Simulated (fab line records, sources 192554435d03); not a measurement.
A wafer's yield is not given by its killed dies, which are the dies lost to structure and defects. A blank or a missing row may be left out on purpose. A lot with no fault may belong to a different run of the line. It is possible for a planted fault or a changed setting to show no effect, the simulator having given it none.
Chamber matching | flow n5Finfet | N5_FIN_SAQP_PECVD_06 on pecvd-04 has 3 sister chambers
The step deposits a-Si from SiH4/He, target thk 60 nm, time 48.1 s. 18 wafers are shown with their chamber, then 9 later ones without.

== EACH WAFER AND ITS CHAMBER ==
wafer  | chamber | showerheadPlenumPTorr (Torr) | throttleValvePct (%) | heaterPowerW (W)
L074.1 | 1       | 5.69                         | 17.5                 | 740
L074.3 | 0       | 5.61                         | 18.4                 | 821
L074.5 | 2       | 5.62                         | 17.6                 | 661
L081.1 | 0       | 5.58                         | 18.5                 | 836
L081.2 | 2       | 5.63                         | 17.6                 | 681
L081.4 | 2       | 5.64                         | 17.9                 | 674
L084.4 | 2       | 5.63                         | 17.6                 | 728
L084.5 | 0       | 5.60                         | 18.5                 | 862
L084.6 | 1       | 5.71                         | 17.7                 | 683
L085.1 | 0       | 5.60                         | 18.7                 | 824
L085.2 | 2       | 5.63                         | 17.7                 | 723
L085.6 | 1       | 5.72                         | 17.6                 | 709
L086.3 | 1       | 5.72                         | 17.6                 | 718
L086.5 | 1       | 5.72                         | 17.6                 | 732
L086.6 | 2       | 5.63                         | 17.7                 | 636
L091.1 | 0       | 5.59                         | 18.3                 | 854
L091.2 | 1       | 5.72                         | 17.5                 | 706
L091.3 | 2       | 5.64                         | 17.8                 | 741

SIGNATURES (averages over the wafers above)
reading               | chamber 0 | chamber 1 | chamber 2 | scatter within a chamber
showerheadPlenumPTorr | 5.5960    | 5.7133    | 5.6314    | 0.0101
throttleValvePct      | 18.480    | 17.583    | 17.700    | 0.114
heaterPowerW          | 839.40    | 714.67    | 692.00    | 29
Rule: distance of a wafer from a chamber = root of the sum over the readings of ((wafer's reading minus chamber's mean) / reading's scatter) squared. The wafer belongs to the nearest chamber; if the next one is less than 2 further off, it can't be placed. The scatter is the square root of a quotient: the sum, over the shown wafers, of each reading's squared deviation from its chamber's mean, divided by wafers minus chambers.

== WAFERS WHOSE CHAMBER IS MISSING ==
wafer  | showerheadPlenumPTorr (Torr) | throttleValvePct (%) | heaterPowerW (W)
L092.1 | 5.72                         | 17.5                 | 744
L092.2 | 5.64                         | 18.0                 | 743
L092.5 | 5.64                         | 17.9                 | 732
L095.4 | 5.62                         | 17.7                 | 614
L095.5 | 5.69                         | 17.5                 | 767
L095.6 | 5.59                         | 18.6                 | 784
L097.3 | 5.64                         | 18.3                 | 770
L097.4 | 5.71                         | 18.0                 | 785
L097.5 | 5.71                         | 17.5                 | 767

== CHAMBER TAKEN BY EACH ==
wafer  | from the rows above     | in truth
L092.1 | 1                       | 1
L092.2 | 2                       | 2
L092.5 | 2                       | 2
L095.4 | 2                       | 2
L095.5 | 1                       | 1
L095.6 | 0                       | 0
L097.3 | can't be placed: 0 or 2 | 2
L097.4 | 1                       | 1
L097.5 | 1                       | 1
8 of 9 placed correctly. Unplaceable from these rows: 1, with the true chamber sitting among the candidates in 1. Wrongly placed: 0.
